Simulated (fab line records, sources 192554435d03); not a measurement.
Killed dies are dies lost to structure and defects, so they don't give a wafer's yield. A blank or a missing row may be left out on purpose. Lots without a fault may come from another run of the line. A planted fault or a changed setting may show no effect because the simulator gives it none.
Chamber matching | flow n5_finfet | N5_BEOL_M8_ILD_DEP_00 on pecvd-04: 3 sister chambers
The step deposits SiCOH lowk from DEMS/porogen, target thk 179.75 nm, time 33.4 s. 3 wafers are shown with their chamber, then 8 later ones without.

WAFERS WITH THEIR CHAMBER
wafer  | chamber | throttle_valve_pct (%)
L085.2 | 2       | 13.3
L085.5 | 1       | 12.9
L086.1 | 0       | 14.1

WAFERS WITHOUT THEIR CHAMBER
wafer  | throttle_valve_pct (%)
L086.3 | 13.3
L086.5 | 14.2
L084.3 | 14.2
L084.5 | 13.4
L084.6 | 13.9
L097.1 | 13.8
L097.5 | 14.2
L097.6 | 13.8

WHICH CHAMBER EACH WENT THROUGH
wafer  | from the rows above     | in truth
L086.3 | 2                       | 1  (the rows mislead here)
L086.5 | 0                       | 0
L084.3 | 0                       | 0
L084.5 | 2                       | 2
L084.6 | 0                       | 0
L097.1 | can't be placed: 0 or 2 | 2
L097.5 | 0                       | 0
L097.6 | can't be placed: 0 or 2 | 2
Placed correctly: 5 of 8. Can't be placed from these rows: 2 (the true chamber is among the candidates in 2). Placed wrongly: 1.
How it was worked out, from the rows above alone: a wafer's distance from a chamber is the root of the sum, over the readings, of the square of ((its reading less the chamber's mean) divided by the reading's scatter). The wafer belongs to the nearest chamber; if the next one is less than 2 further off, it can't be placed. A chamber's mean is the mean of its shown wafers. The scatter: with one shown wafer a chamber, the root of the mean of the squares of how far each hidden wafer lies from its nearest shown one.
